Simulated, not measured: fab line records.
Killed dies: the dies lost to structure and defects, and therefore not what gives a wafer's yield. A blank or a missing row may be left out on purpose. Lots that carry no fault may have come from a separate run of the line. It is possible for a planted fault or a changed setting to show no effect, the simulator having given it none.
Chamber matching :: flow n5Finfet :: N5_BEOL_M13_DEP_53 on pecvd-02 has 3 sister chambers
The step deposits SiCN from 3MS/NH3, target thk 50 nm, time 17.8 s. 22 wafers are shown with their chamber, then 11 later ones without.

## EACH WAFER AND ITS CHAMBER
wafer: L077.1
chamber: 2
throttleValvePct (%): 16.3
rfFwdPowerW (W): 670
showerheadPlenumPTorr (Torr): 4.174

wafer: L077.2
chamber: 0
throttleValvePct (%): 17.8
rfFwdPowerW (W): 665
showerheadPlenumPTorr (Torr): 4.163

wafer: L077.5
chamber: 0
throttleValvePct (%): 18.1
rfFwdPowerW (W): 671
showerheadPlenumPTorr (Torr): 4.171

wafer: L079.3
chamber: 2
throttleValvePct (%): 16.3
rfFwdPowerW (W): 668
showerheadPlenumPTorr (Torr): 4.164

wafer: L079.4
chamber: 1
throttleValvePct (%): 18.2
rfFwdPowerW (W): 665
showerheadPlenumPTorr (Torr): 4.164

wafer: L079.5
chamber: 2
throttleValvePct (%): 16.6
rfFwdPowerW (W): 668
showerheadPlenumPTorr (Torr): 4.163

wafer: L078.2
chamber: 0
throttleValvePct (%): 17.8
rfFwdPowerW (W): 666
showerheadPlenumPTorr (Torr): 4.173

wafer: L078.5
chamber: 1
throttleValvePct (%): 18.3
rfFwdPowerW (W): 668
showerheadPlenumPTorr (Torr): 4.155

wafer: L078.6
chamber: 0
throttleValvePct (%): 17.9
rfFwdPowerW (W): 666
showerheadPlenumPTorr (Torr): 4.163

wafer: L082.1
chamber: 2
throttleValvePct (%): 16.4
rfFwdPowerW (W): 668
showerheadPlenumPTorr (Torr): 4.169

wafer: L082.3
chamber: 1
throttleValvePct (%): 18.4
rfFwdPowerW (W): 671
showerheadPlenumPTorr (Torr): 4.160

wafer: L082.5
chamber: 1
throttleValvePct (%): 18.5
rfFwdPowerW (W): 669
showerheadPlenumPTorr (Torr): 4.166

wafer: L080.2
chamber: 0
throttleValvePct (%): 17.8
rfFwdPowerW (W): 666
showerheadPlenumPTorr (Torr): 4.157

wafer: L080.5
chamber: 1
throttleValvePct (%): 18.5
rfFwdPowerW (W): 666
showerheadPlenumPTorr (Torr): 4.166

wafer: L080.6
chamber: 0
throttleValvePct (%): 17.9
rfFwdPowerW (W): 665
showerheadPlenumPTorr (Torr): 4.169

wafer: L081.2
chamber: 1
throttleValvePct (%): 18.2
rfFwdPowerW (W): 666
showerheadPlenumPTorr (Torr): 4.167

wafer: L081.4
chamber: 1
throttleValvePct (%): 18.3
rfFwdPowerW (W): 666
showerheadPlenumPTorr (Torr): 4.166

wafer: L081.5
chamber: 0
throttleValvePct (%): 17.7
rfFwdPowerW (W): 670
showerheadPlenumPTorr (Torr): 4.168

wafer: L085.1
chamber: 1
throttleValvePct (%): 18.4
rfFwdPowerW (W): 671
showerheadPlenumPTorr (Torr): 4.162

wafer: L085.2
chamber: 0
throttleValvePct (%): 17.9
rfFwdPowerW (W): 667
showerheadPlenumPTorr (Torr): 4.159

wafer: L085.6
chamber: 0
throttleValvePct (%): 17.8
rfFwdPowerW (W): 667
showerheadPlenumPTorr (Torr): 4.159

wafer: L087.3
chamber: 1
throttleValvePct (%): 18.6
rfFwdPowerW (W): 669
showerheadPlenumPTorr (Torr): 4.171

SIGNATURES, as means of the wafers listed above
reading: throttleValvePct
chamber 0: 17.856
chamber 1: 18.378
chamber 2: 16.400
scatter within a chamber: 0.129

reading: rfFwdPowerW
chamber 0: 667.00
chamber 1: 667.89
chamber 2: 668.50
scatter within a chamber: 2.05

reading: showerheadPlenumPTorr
chamber 0: 4.16467
chamber 1: 4.16411
chamber 2: 4.16750
scatter within a chamber: 0.00521
Rule: a wafer lies at a distance from a chamber equal to the root of the sum of squares, over the readings, of (its reading less the chamber's mean, divided by the reading's scatter). The wafer belongs to the nearest chamber; if the next one is less than 2 further off, it can't be placed. The scatter is the square root of a quotient: the sum, over the shown wafers, of each reading's squared deviation from its chamber's mean, divided by wafers minus chambers.

## WAFERS WHOSE CHAMBER IS MISSING
wafer: L087.4
throttleValvePct (%): 16.8
rfFwdPowerW (W): 670
showerheadPlenumPTorr (Torr): 4.164

wafer: L087.5
throttleValvePct (%): 18.1
rfFwdPowerW (W): 669
showerheadPlenumPTorr (Torr): 4.158

wafer: L084.2
throttleValvePct (%): 16.5
rfFwdPowerW (W): 667
showerheadPlenumPTorr (Torr): 4.167

wafer: L084.4
throttleValvePct (%): 18.0
rfFwdPowerW (W): 670
showerheadPlenumPTorr (Torr): 4.165

wafer: L084.6
throttleValvePct (%): 18.5
rfFwdPowerW (W): 673
showerheadPlenumPTorr (Torr): 4.155

wafer: L091.1
throttleValvePct (%): 16.5
rfFwdPowerW (W): 666
showerheadPlenumPTorr (Torr): 4.161

wafer: L091.2
throttleValvePct (%): 18.5
rfFwdPowerW (W): 665
showerheadPlenumPTorr (Torr): 4.150

wafer: L091.3
throttleValvePct (%): 18.0
rfFwdPowerW (W): 670
showerheadPlenumPTorr (Torr): 4.153

wafer: L097.2
throttleValvePct (%): 18.0
rfFwdPowerW (W): 668
showerheadPlenumPTorr (Torr): 4.163

wafer: L097.4
throttleValvePct (%): 16.7
rfFwdPowerW (W): 665
showerheadPlenumPTorr (Torr): 4.176

wafer: L097.5
throttleValvePct (%): 18.0
rfFwdPowerW (W): 669
showerheadPlenumPTorr (Torr): 4.160

## THE CHAMBER EACH PASSED THROUGH
wafer: L087.4
from the rows above: 2
in truth: 2

wafer: L087.5
from the rows above: can't be placed: 0 or 1
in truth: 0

wafer: L084.2
from the rows above: 2
in truth: 2

wafer: L084.4
from the rows above: can't be placed: 0 or 1
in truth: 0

wafer: L084.6
from the rows above: 1
in truth: 1

wafer: L091.1
from the rows above: 2
in truth: 2

wafer: L091.2
from the rows above: 1
in truth: 1

wafer: L091.3
from the rows above: can't be placed: 0 or 1
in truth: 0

wafer: L097.2
from the rows above: can't be placed: 0 or 1
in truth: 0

wafer: L097.4
from the rows above: 2
in truth: 2

wafer: L097.5
from the rows above: can't be placed: 0 or 1
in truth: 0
Correctly placed: 6 of 11. Not placeable from these rows: 5 (in 5, the candidates include the true chamber). 0 placed wrongly.
